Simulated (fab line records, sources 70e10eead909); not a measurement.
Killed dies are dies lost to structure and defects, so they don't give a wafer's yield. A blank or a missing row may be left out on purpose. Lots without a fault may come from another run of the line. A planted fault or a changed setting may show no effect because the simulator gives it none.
Which tool did it? | flow nand_harc | 24 lots, 72 wafers sampled, at 6 steps of a route of 1159

WHAT THE GAUGES READ, wafer by wafer
The record holds no reading of a measuring or inspecting step that can be judged against a usual standard deviation.

WHICH TOOL RAN EACH LOT (tool, then ch and the chambers of the sampled wafers, then the start)
lot  | NHARC_P_M1_DEP_33               | NHARC_P_M2_STRIP_18                | NHARC_P_M2_ETCH_28                            | NHARC_P_M2_ANNEAL_31             | NHARC_P_M2_CMP_23             | NHARC_P_BONDPAD_PVD_17
L074 | pecvd-04 ch 1,2, day 5 18:56    | rie_diel-10 ch 0,2,3, day 5 20:38  | rie_diel-10 ch 0,2,3, day 5 22:04 or earlier  | rtp_anneal-01 ch 0, day 5 22:04  | cmp-02 ch 1,3, day 5 22:26    | pvd_sputter-01, no start
L075 | pecvd-04 ch 0,2, day 6 13:47    | rie_diel-06 ch 1,2,3, day 6 15:32  | rie_diel-06 ch 1,2, day 6 16:58 or earlier    | rtp_anneal-01 ch 0, day 6 16:58  | cmp-01 ch 0,1, day 6 17:16    | pvd_sputter-01, no start
L077 | pecvd-02 ch 0,1, day 6 17:06    | rie_diel-06 ch 0,2, day 6 18:55    | rie_diel-06 ch 0,1,2, day 6 20:25 or earlier  | rtp_anneal-02 ch 0, day 6 20:25  | cmp-03 ch 0,1,2, day 6 20:43  | pvd_sputter-03, no start
L076 | pecvd-04 ch 1,2, day 6 17:35    | rie_diel-06 ch 0,2,3, day 6 19:32  | rie_diel-06 ch 0,1,3, day 6 20:55 or earlier  | rtp_anneal-01 ch 0, day 6 20:55  | cmp-01 ch 0,1,3, day 6 21:14  | pvd_sputter-01, no start
L079 | pecvd-02 ch 1,2, day 7 03:49    | rie_diel-07 ch 0,1,3, day 7 05:37  | rie_diel-07 ch 1,2,3, day 7 07:02 or earlier  | rtp_anneal-01 ch 0, day 7 07:02  | cmp-03 ch 0,2,3, day 7 07:20  | pvd_sputter-02, no start
L078 | pecvd-02 ch 0,1, day 7 04:08    | rie_diel-06 ch 0,2,3, day 7 05:58  | rie_diel-06 ch 1,2,3, day 7 07:22 or earlier  | rtp_anneal-01 ch 0, day 7 07:22  | cmp-02 ch 2,3, day 7 07:39    | pvd_sputter-01, no start
L080 | pecvd-03 ch 1,2, day 7 16:41    | rie_diel-07 ch 1,3, day 7 18:43    | rie_diel-07 ch 1,2, day 7 20:08 or earlier    | rtp_anneal-01 ch 0, day 7 20:08  | cmp-03 ch 0,2,3, day 7 20:27  | pvd_sputter-02, no start
L081 | pecvd-03 ch 0,2, day 7 19:07    | rie_diel-10 ch 0,1,3, day 7 20:55  | rie_diel-10 ch 2,3, day 7 22:16 or earlier    | rtp_anneal-02 ch 0, day 7 22:16  | cmp-01 ch 1,2,3, day 7 22:37  | pvd_sputter-03, no start
L082 | pecvd-02 ch 1,2, day 8 05:19    | rie_diel-10 ch 0,2,3, day 8 07:11  | rie_diel-10 ch 0,2,3, day 8 08:30 or earlier  | rtp_anneal-01 ch 0, day 8 08:30  | cmp-02 ch 1,2, day 8 09:10    | pvd_sputter-03, no start
L084 | pecvd-02 ch 0,1,2, day 8 20:10  | rie_diel-06 ch 2,3, day 8 21:53    | rie_diel-06 ch 0,2,3, day 8 23:22 or earlier  | rtp_anneal-02 ch 0, day 8 23:22  | cmp-01 ch 0,2,3, day 8 23:39  | pvd_sputter-02, no start
L083 | pecvd-04 ch 0,2, day 8 20:42    | rie_diel-06 ch 1,3, day 8 22:23    | rie_diel-06 ch 1,2,3, day 8 23:53 or earlier  | rtp_anneal-02 ch 0, day 8 23:53  | cmp-03 ch 1,2,3, day 9 00:18  | pvd_sputter-02, no start
L085 | pecvd-02 ch 0,2, day 9 11:35    | rie_diel-06 ch 1,2,3, day 9 13:27  | rie_diel-06 ch 1,2,3, day 9 14:54 or earlier  | rtp_anneal-01 ch 0, day 9 14:54  | cmp-03 ch 0,1,3, day 9 15:15  | pvd_sputter-03, no start
L087 | pecvd-02 ch 0,1,2, day 9 17:22  | rie_diel-06 ch 1,3, day 9 19:10    | rie_diel-06 ch 1,2, day 9 20:39 or earlier    | rtp_anneal-01 ch 0, day 9 20:39  | cmp-03 ch 0,2,3, day 9 21:00  | pvd_sputter-01, no start
L086 | pecvd-02 ch 0,1, day 9 18:13    | rie_diel-06 ch 2,3, day 9 20:19    | rie_diel-06 ch 1,3, day 9 21:50 or earlier    | rtp_anneal-01 ch 0, day 9 21:50  | cmp-03 ch 0,2, day 9 22:13    | pvd_sputter-03, no start
L088 | pecvd-04 ch 0,1, day 9 20:58    | rie_diel-07 ch 1,2, day 9 22:51    | rie_diel-07 ch 0,2,3, day 10 00:18 or earlier | rtp_anneal-01 ch 0, day 10 00:18 | cmp-03 ch 1,3, day 10 00:37   | pvd_sputter-03, no start
L089 | pecvd-03 ch 1,2, day 10 08:54   | rie_diel-06 ch 0,1,3, day 10 10:53 | rie_diel-06 ch 0,3, day 10 12:23 or earlier   | rtp_anneal-01 ch 0, day 10 12:23 | cmp-03 ch 0,2, day 10 12:44   | pvd_sputter-01, no start
L090 | pecvd-04 ch 0,1, day 10 10:30   | rie_diel-10 ch 0,2,3, day 10 12:24 | rie_diel-10 ch 1,2, day 10 13:53 or earlier   | rtp_anneal-02 ch 0, day 10 13:53 | cmp-03 ch 0,1, day 10 14:14   | pvd_sputter-02, no start
L091 | pecvd-03 ch 0,1,2, day 10 12:39 | rie_diel-06 ch 0,1,3, day 10 14:41 | rie_diel-06 ch 0,1,3, day 10 16:09 or earlier | rtp_anneal-02 ch 0, day 10 16:09 | cmp-03 ch 1,2,3, day 10 16:34 | pvd_sputter-02, no start
L092 | pecvd-02 ch 0,2, day 10 12:58   | rie_diel-10 ch 0,1,3, day 10 14:49 | rie_diel-10 ch 1,2,3, day 10 16:33 or earlier | rtp_anneal-01 ch 0, day 10 16:33 | cmp-03 ch 0,1,2, day 10 16:56 | pvd_sputter-01, no start
L093 | pecvd-03 ch 0,1,2, day 11 00:19 | rie_diel-07 ch 0,1, day 11 01:57   | rie_diel-07 ch 1,2, day 11 03:22 or earlier   | rtp_anneal-02 ch 0, day 11 03:22 | cmp-03 ch 1,2,3, day 11 03:47 | pvd_sputter-02, no start
L095 | pecvd-04 ch 1,2, day 11 00:58   | rie_diel-07 ch 0,1,3, day 11 02:40 | rie_diel-07 ch 0,1,3, day 11 04:03 or earlier | rtp_anneal-01 ch 0, day 11 04:03 | cmp-01 ch 1,2,3, day 11 04:24 | pvd_sputter-02, no start
L094 | pecvd-02 ch 1,2, day 11 01:27   | rie_diel-07 ch 0,2,3, day 11 03:16 | rie_diel-07 ch 0,1,3, day 11 04:40 or earlier | rtp_anneal-02 ch 0, day 11 04:40 | cmp-03 ch 0,1,3, day 11 05:01 | pvd_sputter-01, no start
L096 | pecvd-02 ch 0,1,2, day 11 13:05 | rie_diel-10 ch 0,3, day 11 14:54   | rie_diel-10 ch 0,1,2, day 11 16:28 or earlier | rtp_anneal-02 ch 0, day 11 16:28 | cmp-02 ch 1,2, day 11 16:46   | pvd_sputter-03, no start
L097 | pecvd-02 ch 0,1, day 11 15:52   | rie_diel-06 ch 1,3, day 11 17:43   | rie_diel-06 ch 0,2,3, day 11 19:10 or earlier | rtp_anneal-02 ch 0, day 11 19:10 | cmp-03 ch 1,2, day 11 19:29   | pvd_sputter-02, no start
- NHARC_P_M1_DEP_33: deposits SiCN, target thk 30 nm.
- NHARC_P_M2_STRIP_18: strips in N2/H2.
- NHARC_P_M2_ETCH_28: etches the open film in CF4/N2, target depth 30 nm, time 72.99 s.
- NHARC_P_M2_ANNEAL_31: time 90 s.
- NHARC_P_M2_CMP_23: polishes, t overpolish 20 s, target thk 144.3 nm.
- NHARC_P_BONDPAD_PVD_17: deposits TaN, target thk 5 nm, time 8.06 s.

WHAT THE TOOLS THEMSELVES READ (means of the sampled wafers that have a number; where no wafer has one, the mark that the record gives instead)
NHARC_P_M1_DEP_33. Usual: heater_power_outer_w 332 W, standard deviation 50; heater_power_w 604 W, standard deviation 57.
lot  | tool     | heater_power_outer_w (W) | heater_power_w (W) | flag
L074 | pecvd-04 | 271                      | 524                |
L075 | pecvd-04 | 307                      | 583                |
L077 | pecvd-02 | 309                      | 559                |
L076 | pecvd-04 | 296                      | 561                |
L079 | pecvd-02 | 297                      | 570                |
L078 | pecvd-02 | 362                      | 622                |
L080 | pecvd-03 | 359                      | 636                |
L081 | pecvd-03 | 390                      | 684                |
L082 | pecvd-02 | 352                      | 632                |
L084 | pecvd-02 | 341                      | 616                |
L083 | pecvd-04 | 308                      | 544                |
L085 | pecvd-02 | 305                      | 590                |
L087 | pecvd-02 | 315                      | 580                |
L086 | pecvd-02 | 330                      | 603                |
L088 | pecvd-04 | 327                      | 590                |
L089 | pecvd-03 | 345                      | 629                |
L090 | pecvd-04 | 337                      | 583                |
L091 | pecvd-03 | 329                      | 599                |
L092 | pecvd-02 | 273                      | 539                |
L093 | pecvd-03 | 336                      | 629                |
L095 | pecvd-04 | 373                      | 664                |
L094 | pecvd-02 | 371                      | 658                |
L096 | pecvd-02 | 349                      | 612                |
L097 | pecvd-02 | 351                      | 613                |

NHARC_P_M2_STRIP_18. Usual: chamber_pressure_mTorr 29.999 mTorr, standard deviation 0.028; drypump_motor_current_A 5.7 A, standard deviation 0.48; n2_flow_sccm 149.9 sccm, standard deviation 0.46; oes_product_au 0.997 a.u., standard deviation 0.011; rf_vpp_V 90.8 V, standard deviation 1; showerhead_plenum_p_Torr 2.08 Torr, standard deviation 0.089; throttle_valve_pct 14.172 %, standard deviation 0.0087.
lot  | tool        | chamber_pressure_mTorr (mTorr) | drypump_motor_current_A (A) | n2_flow_sccm (sccm) | oes_product_au (a.u.) | rf_vpp_V (V) | showerhead_plenum_p_Torr (Torr) | throttle_valve_pct (%) | flag
L074 | rie_diel-10 | 29.973                         | 5.9                         | 149.9               | 0.993                 | 89.7         | 1.94                            | 14.171                 |
L075 | rie_diel-06 | 30.017                         | 5.6                         | 150.2               | 1.009                 | 91.2         | 2.13                            | 14.166                 |
L077 | rie_diel-06 | 29.991                         | 5.3                         | 150.0               | 1.002                 | 90.5         | 2.16                            | 14.173                 |
L076 | rie_diel-06 | 29.975                         | 5.5                         | 149.9               | 1.012                 | 90.7         | 2.11                            | 14.166                 |
L079 | rie_diel-07 | 29.993                         | 6.2                         | 149.7               | 0.992                 | 90.3         | 2.07                            | 14.170                 |
L078 | rie_diel-06 | 30.007                         | 5.5                         | 149.8               | 1.007                 | 90.5         | 2.11                            | 14.171                 |
L080 | rie_diel-07 | 30.017                         | 6.1                         | 150.2               | 0.997                 | 91.0         | 2.03                            | 14.165                 |
L081 | rie_diel-10 | 29.975                         | 5.6                         | 150.1               | 0.994                 | 89.9         | 2.00                            | 14.179                 |
L082 | rie_diel-10 | 30.000                         | 5.9                         | 149.8               | 1.000                 | 90.2         | 1.93                            | 14.176                 |
L084 | rie_diel-06 | 30.015                         | 5.8                         | 149.2               | 1.010                 | 90.8         | 2.11                            | 14.167                 |
L083 | rie_diel-06 | 29.981                         | 5.6                         | 150.1               | 0.984                 | 91.2         | 2.09                            | 14.179                 |
L085 | rie_diel-06 | 29.998                         | 5.6                         | 149.6               | 1.005                 | 90.7         | 2.12                            | 14.176                 |
L087 | rie_diel-06 | 29.995                         | 5.5                         | 150.2               | 1.000                 | 91.4         | 2.09                            | 14.172                 |
L086 | rie_diel-06 | 29.987                         | 5.8                         | 150.0               | 1.006                 | 91.5         | 2.11                            | 14.163                 |
L088 | rie_diel-07 | 30.018                         | 6.0                         | 150.2               | 1.004                 | 89.8         | 1.97                            | 14.179                 |
L089 | rie_diel-06 | 30.025                         | 5.4                         | 149.7               | 0.998                 | 90.8         | 2.08                            | 14.178                 |
L090 | rie_diel-10 | 30.017                         | 5.9                         | 149.9               | 0.989                 | 92.1         | 2.15                            | 14.170                 |
L091 | rie_diel-06 | 30.026                         | 5.4                         | 149.8               | 0.999                 | 90.1         | 2.08                            | 14.175                 |
L092 | rie_diel-10 | 29.994                         | 5.6                         | 150.0               | 0.986                 | 91.1         | 2.10                            | 14.172                 |
L093 | rie_diel-07 | 30.000                         | 6.3                         | 149.9               | 0.980                 | 90.6         | 2.09                            | 14.170                 |
L095 | rie_diel-07 | 30.002                         | 6.2                         | 149.6               | 0.994                 | 90.0         | 2.06                            | 14.171                 |
L094 | rie_diel-07 | 30.006                         | 5.9                         | 149.6               | 0.982                 | 90.9         | 2.04                            | 14.180                 |
L096 | rie_diel-10 | 29.959                         | 5.7                         | 150.7               | 0.992                 | 90.6         | 2.08                            | 14.171                 |
L097 | rie_diel-06 | 30.005                         | 5.5                         | 149.6               | 0.988                 | 90.7         | 2.09                            | 14.175                 |

NHARC_P_M2_ETCH_28. Usual: chamber_pressure_mTorr 30.00 mTorr, standard deviation 0.03; drypump_motor_current_A 5.7 A, standard deviation 0.48; n2_flow_sccm 99.99 sccm, standard deviation 0.3; oes_product_au 0.999 a.u., standard deviation 0.01; rf_vpp_V 314.8 V, standard deviation 1.9; showerhead_plenum_p_Torr 2.67 Torr, standard deviation 0.11; throttle_valve_pct 19.793 %, standard deviation 0.0082.
lot  | tool        | chamber_pressure_mTorr (mTorr) | drypump_motor_current_A (A) | n2_flow_sccm (sccm) | oes_product_au (a.u.) | rf_vpp_V (V) | showerhead_plenum_p_Torr (Torr) | throttle_valve_pct (%) | flag
L074 | rie_diel-10 | 30.01                          | 5.9                         | 99.89               | 0.994                 | 311.6        | 2.51                            | 19.791                 |
L075 | rie_diel-06 | 29.97                          | 5.4                         | 100.13              | 0.999                 | 316.4        | 2.78                            | 19.796                 |
L077 | rie_diel-06 | 30.00                          | 5.2                         | 100.02              | 1.005                 | 315.9        | 2.73                            | 19.791                 |
L076 | rie_diel-06 | 30.02                          | 5.4                         | 100.17              | 1.009                 | 315.1        | 2.68                            | 19.788                 |
L079 | rie_diel-07 | 29.98                          | 5.9                         | 99.84               | 0.994                 | 313.9        | 2.58                            | 19.804                 |
L078 | rie_diel-06 | 30.01                          | 5.6                         | 100.07              | 1.000                 | 314.8        | 2.73                            | 19.801                 |
L080 | rie_diel-07 | 29.98                          | 6.0                         | 100.05              | 0.999                 | 312.8        | 2.56                            | 19.798                 |
L081 | rie_diel-10 | 30.02                          | 6.1                         | 99.90               | 1.000                 | 311.1        | 2.45                            | 19.800                 |
L082 | rie_diel-10 | 29.99                          | 5.9                         | 100.14              | 1.004                 | 312.4        | 2.50                            | 19.793                 |
L084 | rie_diel-06 | 30.02                          | 5.5                         | 100.00              | 1.010                 | 315.9        | 2.72                            | 19.791                 |
L083 | rie_diel-06 | 29.99                          | 5.6                         | 100.20              | 0.998                 | 315.5        | 2.73                            | 19.790                 |
L085 | rie_diel-06 | 30.00                          | 5.5                         | 99.81               | 1.001                 | 316.1        | 2.73                            | 19.788                 |
L087 | rie_diel-06 | 30.00                          | 5.3                         | 99.86               | 1.003                 | 316.5        | 2.74                            | 19.787                 |
L086 | rie_diel-06 | 29.98                          | 5.8                         | 100.44              | 1.001                 | 314.6        | 2.68                            | 19.787                 |
L088 | rie_diel-07 | 30.01                          | 5.9                         | 99.58               | 1.000                 | 313.6        | 2.63                            | 19.794                 |
L089 | rie_diel-06 | 30.01                          | 5.3                         | 99.96               | 0.996                 | 314.4        | 2.66                            | 19.788                 |
L090 | rie_diel-10 | 30.00                          | 6.3                         | 100.14              | 1.001                 | 317.4        | 2.78                            | 19.786                 |
L091 | rie_diel-06 | 30.00                          | 5.4                         | 100.07              | 1.005                 | 314.0        | 2.68                            | 19.790                 |
L092 | rie_diel-10 | 30.03                          | 5.8                         | 99.84               | 1.002                 | 316.1        | 2.78                            | 19.798                 |
L093 | rie_diel-07 | 30.01                          | 5.7                         | 100.16              | 0.996                 | 312.6        | 2.52                            | 19.784                 |
L095 | rie_diel-07 | 30.00                          | 6.2                         | 100.07              | 0.994                 | 315.4        | 2.66                            | 19.793                 |
L094 | rie_diel-07 | 30.00                          | 6.2                         | 99.86               | 0.983                 | 314.0        | 2.66                            | 19.780                 |
L096 | rie_diel-10 | 30.01                          | 6.1                         | 100.00              | 0.995                 | 315.0        | 2.69                            | 19.792                 |
L097 | rie_diel-06 | 29.99                          | 5.5                         | 99.98               | 0.993                 | 316.1        | 2.72                            | 19.795                 |

NHARC_P_M2_ANNEAL_31. Usual: wafer_temp_C_max 226.23, standard deviation 0.28.
lot  | tool          | wafer_temp_C_max | flag
L074 | rtp_anneal-01 | 226.44           |
L075 | rtp_anneal-01 | 226.36           |
L077 | rtp_anneal-02 | 226.14           |
L076 | rtp_anneal-01 | 226.34           |
L079 | rtp_anneal-01 | 226.38           |
L078 | rtp_anneal-01 | 226.23           |
L080 | rtp_anneal-01 | 226.24           |
L081 | rtp_anneal-02 | 226.25           |
L082 | rtp_anneal-01 | 226.02           |
L084 | rtp_anneal-02 | 225.90           |
L083 | rtp_anneal-02 | 226.08           |
L085 | rtp_anneal-01 | 226.27           |
L087 | rtp_anneal-01 | 226.25           |
L086 | rtp_anneal-01 | 226.12           |
L088 | rtp_anneal-01 | 226.23           |
L089 | rtp_anneal-01 | 226.43           |
L090 | rtp_anneal-02 | 226.20           |
L091 | rtp_anneal-02 | 226.14           |
L092 | rtp_anneal-01 | 226.36           |
L093 | rtp_anneal-02 | 225.95           |
L095 | rtp_anneal-01 | 226.19           |
L094 | rtp_anneal-02 | 226.01           |
L096 | rtp_anneal-02 | 226.08           |
L097 | rtp_anneal-02 | 226.35           |

NHARC_P_M2_CMP_23. Usual: motor_current_A 11.5 A, standard deviation 1; time_to_endpoint_s 27.6 s, standard deviation 2.4.
lot  | tool   | motor_current_A (A) | time_to_endpoint_s (s) | flag
L074 | cmp-02 | 10.8                | 26.9                   |
L075 | cmp-01 | 10.8                | 28.5                   |
L077 | cmp-03 | 11.4                | 29.4                   |
L076 | cmp-01 | 11.5                | 25.9                   |
L079 | cmp-03 | 10.6                | 27.8                   |
L078 | cmp-02 | 10.8                | 27.1                   |
L080 | cmp-03 | 11.2                | 27.8                   |
L081 | cmp-01 | 11.5                | 30.9                   |
L082 | cmp-02 | 12.5                | 27.1                   |
L084 | cmp-01 | 11.9                | 24.2                   |
L083 | cmp-03 | 11.7                | 27.1                   |
L085 | cmp-03 | 11.5                | 26.4                   |
L087 | cmp-03 | 11.2                | 27.0                   |
L086 | cmp-03 | 10.9                | 27.3                   |
L088 | cmp-03 | 12.1                | 27.5                   |
L089 | cmp-03 | 11.2                | 28.3                   |
L090 | cmp-03 | 11.2                | 28.0                   |
L091 | cmp-03 | 11.5                | 27.3                   |
L092 | cmp-03 | 11.6                | 29.1                   |
L093 | cmp-03 | 11.7                | 27.2                   |
L095 | cmp-01 | 11.6                | 27.6                   |
L094 | cmp-03 | 11.8                | 27.1                   |
L096 | cmp-02 | 12.7                | 28.9                   |
L097 | cmp-03 | 12.2                | 27.4                   |

NHARC_P_BONDPAD_PVD_17. Usual: throttle_valve_pct 29.4 %, standard deviation 1.3.
lot  | tool           | throttle_valve_pct (%) | flag
L074 | pvd_sputter-01 | 29.2                   |
L075 | pvd_sputter-01 | 28.7                   |
L077 | pvd_sputter-03 | 30.3                   |
L076 | pvd_sputter-01 | 28.5                   |
L079 | pvd_sputter-02 | 30.3                   |
L078 | pvd_sputter-01 | 28.9                   |
L080 | pvd_sputter-02 | 29.2                   |
L081 | pvd_sputter-03 | 29.7                   |
L082 | pvd_sputter-03 | 28.5                   |
L084 | pvd_sputter-02 | 30.3                   |
L083 | pvd_sputter-02 | 29.2                   |
L085 | pvd_sputter-03 | 29.2                   |
L087 | pvd_sputter-01 | 29.0                   |
L086 | pvd_sputter-03 | 30.1                   |
L088 | pvd_sputter-03 | 29.4                   |
L089 | pvd_sputter-01 | 30.1                   |
L090 | pvd_sputter-02 | 28.9                   |
L091 | pvd_sputter-02 | 30.2                   |
L092 | pvd_sputter-01 | 29.6                   |
L093 | pvd_sputter-02 | 30.7                   |
L095 | pvd_sputter-02 | 29.7                   |
L094 | pvd_sputter-01 | 29.5                   |
L096 | pvd_sputter-03 | 30.1                   |
L097 | pvd_sputter-02 | 29.1                   |

THE ANSWER, worked out from the rows above alone
Rule: a lot is off if the mean of its wafers that have a number lies more than 3 standard deviations from the usual mean. A lot without any number at a reading at which 4 lots or more have one is off too. The other lots that the step has rows for count as sound. The gauges are gone through in route order, then the tools' own readings, and for those a lot's mean is taken as printed above. The first step at which some lot is off is used, and at that step the reading that is off furthest; a lot without a number counts as furthest.
No lot is off at any reading shown: from this, nothing can be told.

WHAT THE SIMULATOR HAD PUT IN
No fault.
